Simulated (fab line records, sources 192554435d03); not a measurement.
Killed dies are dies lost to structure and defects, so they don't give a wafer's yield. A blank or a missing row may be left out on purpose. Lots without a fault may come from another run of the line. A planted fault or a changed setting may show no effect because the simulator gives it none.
Chamber matching | flow n5_finfet | N5_BEOL_M9_CMP_52 on cmp-01: 4 sister chambers
The step polishes, stops on SiCOH lowk, t overpolish 7 s, target thk 140 nm. 18 wafers are shown with their chamber, then 9 later ones without.

WAFERS WITH THEIR CHAMBER
wafer  | chamber | motor_current_A (A) | overpolish_run_s (s) | barrier_field_endpoint_s (s)
L076.2 | 0       | 5.4                 | 7.007                | 29.2
L076.3 | 2       | 6.1                 | 6.998                | 30.1
L076.5 | 0       | 5.7                 | 7.005                | 29.9
L079.2 | 3       | 6.2                 | 6.977                | 28.0
L079.3 | 0       | 5.8                 | 6.992                | 28.2
L079.6 | 0       | 5.5                 | 6.985                | 28.5
L083.3 | 0       | 5.5                 | 6.994                | 28.3
L083.4 | 3       | 6.1                 | 6.979                | 28.1
L083.5 | 0       | 5.5                 | 7.017                | 28.6
L084.1 | 1       | 5.7                 | 7.008                | 29.5
L084.2 | 0       | 5.5                 | 7.001                | 28.4
L084.4 | 2       | 6.4                 | 7.004                | 29.5
L091.1 | 2       | 6.3                 | 7.004                | 28.5
L091.3 | 1       | 5.6                 | 6.995                | 27.8
L091.5 | 0       | 5.5                 | 7.000                | 29.0
L094.1 | 0       | 5.6                 | 7.000                | 28.0
L094.5 | 0       | 5.5                 | 7.008                | 29.0
L094.6 | 1       | 5.6                 | 6.988                | 29.0

SIGNATURES (means of the wafers above)
reading                  | chamber 0 | chamber 1 | chamber 2 | chamber 3 | scatter within a chamber
motor_current_A          | 5.550     | 5.633     | 6.267     | 6.150     | 0.114
overpolish_run_s         | 7.00090   | 6.99700   | 7.00200   | 6.97800   | 0.00835
barrier_field_endpoint_s | 28.710    | 28.767    | 29.367    | 28.050    | 0.641
Rule: a wafer's distance from a chamber is the root of the sum, over the readings, of the square of ((its reading less the chamber's mean) divided by the reading's scatter). The wafer belongs to the nearest chamber; if the next one is less than 2 further off, it can't be placed. The scatter: the root of (the sum of the squares of (reading less its chamber's mean) over the shown wafers, divided by (wafers less chambers)).

WAFERS WITHOUT THEIR CHAMBER
wafer  | motor_current_A (A) | overpolish_run_s (s) | barrier_field_endpoint_s (s)
L093.1 | 5.8                 | 7.001                | 28.6
L093.4 | 5.6                 | 6.985                | 28.7
L093.5 | 5.7                 | 7.004                | 29.3
L096.2 | 5.8                 | 7.007                | 27.8
L096.3 | 5.7                 | 7.015                | 28.7
L096.5 | 6.0                 | 6.987                | 28.0
L097.1 | 5.6                 | 7.018                | 27.7
L097.3 | 5.6                 | 6.989                | 28.6
L097.5 | 6.1                 | 7.003                | 28.4

WHICH CHAMBER EACH WENT THROUGH
wafer  | from the rows above          | in truth
L093.1 | can't be placed: 1 or 0      | 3
L093.4 | can't be placed: 1 or 0      | 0
L093.5 | can't be placed: 1 or 0      | 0
L096.2 | can't be placed: 1 or 0      | 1
L096.3 | can't be placed: 0 or 1      | 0
L096.5 | can't be placed: 3 or 1 or 2 | 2
L097.1 | can't be placed: 0 or 1      | 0
L097.3 | can't be placed: 1 or 0      | 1
L097.5 | can't be placed: 2 or 3      | 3
Placed correctly: 0 of 9. Can't be placed from these rows: 9 (the true chamber is among the candidates in 8). Placed wrongly: 0.
